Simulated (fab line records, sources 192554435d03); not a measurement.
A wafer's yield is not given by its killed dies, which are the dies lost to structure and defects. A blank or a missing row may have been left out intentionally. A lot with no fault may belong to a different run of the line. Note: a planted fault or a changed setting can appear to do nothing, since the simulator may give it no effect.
The tool behind it: which one?    flow n5 finfet    10 lots, 29 wafers sampled, at 3 steps of a route of 1938

== WHAT THE GAUGES SHOWED, per wafer ==
N5_BEOL_M15_OVL_MEAS_29.
lot   measured      on          M15_OVL (nm)
L729  day 11 01:23  overlay-02  5 5 5
L732  day 12 00:40  overlay-02  -1 -6
L734  day 12 15:55  overlay-02  -2 -8 2
L735  day 12 19:32  overlay-02  -8 -1 -5
L737  day 12 22:17  overlay-01  4 1 3
L743  day 14 22:20  overlay-01  -16 -13 -10
L745  day 15 01:28  overlay-01  3 6 6
L744  day 15 02:41  overlay-01  5 -2 4
L747  day 15 17:46  overlay-02  -8 -7 -7
L749  day 16 09:47  overlay-01  -3 0 6

N5_BEOL_M15_INSPECT_30: inspects for defects (macro).
lot   measured      on                 raw defect count
L729  day 11 01:25  defect inspect-02  3 2 4
L732  day 12 00:41  defect inspect-01  1 3
L734  day 12 15:57  defect inspect-01  3 6 1
L735  day 12 19:33  defect inspect-02  1 2 3
L737  day 12 22:19  defect inspect-01  4 5 4
L743  day 14 22:21  defect inspect-02  >300 >300 >300
L745  day 15 01:29  defect inspect-01  1 3 5
L744  day 15 02:43  defect inspect-01  >300 >300 >300
L747  day 15 17:47  defect inspect-01  2 2 3
L749  day 16 09:49  defect inspect-01  5 0 1

== TOOL THAT RAN EACH LOT (tool first, then ch and the chambers of the sampled wafers, then the start) ==
lot   N5_BEOL_M15_VIA_ETCH_16
L729  rie diel-04 ch 1,2,3, day 10 23:58
L732  rie diel-03 ch 1,3, day 11 23:05
L734  rie diel-01 ch 0,1,3, day 12 14:29
L735  rie diel-03 ch 1,2,3, day 12 18:02
L737  rie diel-04 ch 1,2,3, day 12 20:58
L743  rie diel-01 ch 1,2, day 14 20:48
L745  rie diel-04 ch 0,1,3, day 14 23:59
L744  rie diel-01 ch 0,1,3, day 15 01:23
L747  rie diel-03 ch 1,2, day 15 16:19
L749  rie diel-03 ch 0,2,3, day 16 08:13
- N5_BEOL_M15_VIA_ETCH_16: etches SiO2 in C4F8/O2/Ar, target depth 1792.2 nm.

== AS READ BY THE TOOLS THEMSELVES (means over the sampled wafers that have a number; for cases with no such wafer, the mark the record gives instead) ==
N5_BEOL_M15_VIA_ETCH_16.
lot   tool         drypump motor current A (A)  mfc ar sccm (sccm)  oes product au (a.u.)  rf vpp V (V)  showerhead plenum p Torr (Torr)  throttle valve pct (%)
L729  rie diel-04  5.9                          399.5               0.70                   2233          3.44                             30.89
L732  rie diel-03  5.5                          399.4               0.65                   2222          3.50                             31.18
L734  rie diel-01  5.7                          401.1               0.74                   2207          3.42                             30.71
L735  rie diel-03  5.5                          400.2               0.64                   2200          3.43                             31.21
L737  rie diel-04  5.9                          401.3               0.69                   2232          3.43                             30.92
L743  rie diel-01  6.2                          400.0               0.66                   2199          3.43                             30.86
L745  rie diel-04  5.6                          399.5               0.75                   2239          3.34                             31.12
L744  rie diel-01  5.7                          399.1               0.71                   2206          3.40                             30.72
L747  rie diel-03  5.6                          400.5               0.63                   2179          3.33                             31.31
L749  rie diel-03  5.5                          400.0               0.63                   2201          3.46                             31.18

== THE ANSWER, worked out from the rows above alone ==
Rule: what is usual is taken from the lots themselves. Put in order of their means at a reading, lots are off if they are a third of the lots or fewer, leave a main group of 4 or more, and stand apart from it by a gap of 3 or more times the standard deviation of the main group's means; of several such gaps the widest counts. If all means in a main group match to the digits the tables above print for the reading, that group is not used. A lot without any number at a reading at which 4 lots or more have one is off too. Where the step has rows for the other lots, those lots are counted as sound. The gauges are gone through in route order, then the tools' own readings, and for those a lot's mean is taken as printed above. The first step at which some lot is off is used, and at that step the reading that is off furthest; a lot without a number counts as furthest.
Off, at N5_BEOL_M15_INSPECT_30 on raw defect count: L743, L744. Without a number there: L743, L744. Main group: mean 2.8, sd 0.78.
If a tool, at a process step before that reading, ran all the lots that are off and no sound lot after the first of them, it fits. Gauges at N5_BEOL_M15_INSPECT_30: tried the same way as those tools. One fits: rie diel-01 at N5_BEOL_M15_VIA_ETCH_16. A fault onset in the window from L734 (day 12 14:29, its last sound lot) to L743 (day 14 20:48, its first lot off) fits.

== WHAT THE SIMULATOR PUT IN ==
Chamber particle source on rie diel-01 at N5_BEOL_M15_VIA_ETCH_16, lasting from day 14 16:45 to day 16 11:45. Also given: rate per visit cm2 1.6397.
Lots struck among those shown: L743, L744. This agrees with what the rule above found.
